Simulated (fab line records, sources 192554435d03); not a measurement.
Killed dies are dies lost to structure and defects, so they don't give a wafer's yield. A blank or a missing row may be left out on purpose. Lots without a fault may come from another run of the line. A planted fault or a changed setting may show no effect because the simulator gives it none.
Chamber matching | flow n5_finfet | N5_GATE_CUT_ETCH_28 on rie_diel-06: 4 sister chambers
The step etches underlayer in N2/H2, target depth 13 nm, time 10.4 s. 16 wafers are shown with their chamber, then 8 later ones without.

WAFERS WITH THEIR CHAMBER
wafer  | chamber | showerhead_plenum_p_Torr (Torr) | throttle_valve_pct (%) | oes_product_au (a.u.)
L079.3 | 0       | 2.49                            | 17.96                  | 0.60
L079.4 | 2       | 2.65                            | 18.13                  | 0.62
L079.6 | 3       | 2.58                            | 17.45                  | 0.81
L080.1 | 1       | 2.53                            | 17.89                  | 0.59
L080.4 | 2       | 2.65                            | 18.12                  | 0.62
L080.5 | 2       | 2.65                            | 18.09                  | 0.63
L082.1 | 1       | 2.53                            | 17.89                  | 0.59
L082.2 | 2       | 2.65                            | 18.13                  | 0.62
L082.3 | 0       | 2.49                            | 17.97                  | 0.59
L083.2 | 0       | 2.49                            | 17.98                  | 0.60
L083.3 | 1       | 2.53                            | 17.90                  | 0.59
L083.5 | 2       | 2.65                            | 18.13                  | 0.62
L084.1 | 3       | 2.57                            | 17.49                  | 0.80
L084.3 | 2       | 2.65                            | 18.15                  | 0.61
L084.6 | 1       | 2.53                            | 17.91                  | 0.59
L087.2 | 3       | 2.57                            | 17.52                  | 0.78

SIGNATURES (means of the wafers above)
reading                  | chamber 0 | chamber 1 | chamber 2 | chamber 3 | scatter within a chamber
showerhead_plenum_p_Torr | 2.4900    | 2.5300    | 2.6500    | 2.5733    | 0.00236
throttle_valve_pct       | 17.9700   | 17.8975   | 18.1250   | 17.4867   | 0.0202
oes_product_au           | 0.5967    | 0.5900    | 0.6200    | 0.7967    | 0.00782
Rule: a wafer's distance from a chamber is the root of the sum, over the readings, of the square of ((its reading less the chamber's mean) divided by the reading's scatter). The wafer belongs to the nearest chamber; if the next one is less than 2 further off, it can't be placed. The scatter: the root of (the sum of the squares of (reading less its chamber's mean) over the shown wafers, divided by (wafers less chambers)).

WAFERS WITHOUT THEIR CHAMBER
wafer  | showerhead_plenum_p_Torr (Torr) | throttle_valve_pct (%) | oes_product_au (a.u.)
L087.5 | 2.57                            | 17.52                  | 0.77
L087.6 | 2.52                            | 17.89                  | 0.58
L088.3 | 2.49                            | 18.00                  | 0.59
L088.4 | 2.65                            | 18.14                  | 0.61
L088.6 | 2.49                            | 18.00                  | 0.59
L095.1 | 2.64                            | 18.18                  | 0.61
L095.3 | 2.56                            | 17.54                  | 0.76
L095.5 | 2.48                            | 17.69                  | 0.82

WHICH CHAMBER EACH WENT THROUGH
wafer  | from the rows above | in truth
L087.5 | 3                   | 3
L087.6 | 1                   | 1
L088.3 | 0                   | 0
L088.4 | 2                   | 2
L088.6 | 0                   | 0
L095.1 | 2                   | 2
L095.3 | 3                   | 3
L095.5 | 0                   | 0
Placed correctly: 8 of 8. Can't be placed from these rows: 0. Placed wrongly: 0.
